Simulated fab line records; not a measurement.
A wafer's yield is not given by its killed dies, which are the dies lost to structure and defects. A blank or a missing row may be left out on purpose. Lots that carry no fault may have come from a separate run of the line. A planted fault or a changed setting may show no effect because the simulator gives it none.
Chamber matching	flow nand-harc	4 sister chambers for NHARC_A_STAIRCASE_CMP_450 on cmp-03
The step polishes SiO2, target thk 200 nm. 4 wafers are shown with their chamber, then 9 later ones without.

WAFERS, EACH WITH ITS CHAMBER
wafer	chamber	motor-current-A (A)
L084.6	2	11.8
L086.3	1	10.1
L087.5	0	13.9
L087.6	3	11.0

WAFERS MISSING THEIR CHAMBER
wafer	motor-current-A (A)
L088.1	10.8
L088.4	10.8
L088.5	10.4
L092.1	11.7
L092.3	10.9
L092.6	11.6
L097.3	11.0
L097.4	11.7
L097.6	10.4

WHICH CHAMBER EACH ONE RAN IN
wafer	from the rows above	in truth
L088.1	3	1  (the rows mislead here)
L088.4	3	3
L088.5	can't be placed: 1 or 3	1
L092.1	2	2
L092.3	3	3
L092.6	2	2
L097.3	3	3
L097.4	2	2
L097.6	can't be placed: 1 or 3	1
Correctly placed: 6 of 9. Unplaceable from these rows: 2, with the true chamber sitting among the candidates in 2. Placed wrongly: 1.
How it was worked out, from the rows above alone: a wafer's distance from a chamber is the root of the sum, over the readings, of the square of ((its reading less the chamber's mean) divided by the reading's scatter). The wafer belongs to the nearest chamber; if the next one is less than 2 further off, it can't be placed. The mean given for a chamber averages the wafers shown for that chamber. The scatter: root of mean squared gap, hidden wafer to nearest shown wafer, with one shown wafer a chamber.
